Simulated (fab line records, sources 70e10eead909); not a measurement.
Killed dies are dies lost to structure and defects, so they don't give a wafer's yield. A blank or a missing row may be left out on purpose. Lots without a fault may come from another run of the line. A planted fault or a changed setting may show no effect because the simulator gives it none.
Chamber matching | flow nand_harc | NHARC_A_M0_DEP_32 on pecvd-04: 3 sister chambers
The step deposits SiCN, target thk 30 nm. 6 wafers are shown with their chamber, then 8 later ones without.

WAFERS WITH THEIR CHAMBER
wafer  | chamber | heater_power_w (W)
L081.4 | 2       | 557
L081.5 | 0       | 629
L091.2 | 2       | 514
L091.4 | 1       | 521
L091.5 | 0       | 608
L092.2 | 1       | 450

WAFERS WITHOUT THEIR CHAMBER
wafer  | heater_power_w (W)
L092.5 | 523
L092.6 | 690
L094.2 | 622
L094.3 | 499
L094.4 | 496
L096.1 | 481
L096.2 | 537
L096.3 | 670

WHICH CHAMBER EACH WENT THROUGH
wafer  | from the rows above     | in truth
L092.5 | can't be placed: 2 or 1 | 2
L092.6 | 0                       | 0
L094.2 | 0                       | 0
L094.3 | can't be placed: 1 or 2 | 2
L094.4 | can't be placed: 1 or 2 | 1
L096.1 | can't be placed: 1 or 2 | 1
L096.2 | can't be placed: 2 or 1 | 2
L096.3 | 0                       | 0
Placed correctly: 3 of 8. Can't be placed from these rows: 5 (the true chamber is among the candidates in 5). Placed wrongly: 0.
How it was worked out, from the rows above alone: a wafer's distance from a chamber is the root of the sum, over the readings, of the square of ((its reading less the chamber's mean) divided by the reading's scatter). The wafer belongs to the nearest chamber; if the next one is less than 2 further off, it can't be placed. A chamber's mean is the mean of its shown wafers. The scatter: the root of (the sum of the squares of (reading less its chamber's mean) over the shown wafers, divided by (wafers less chambers)).
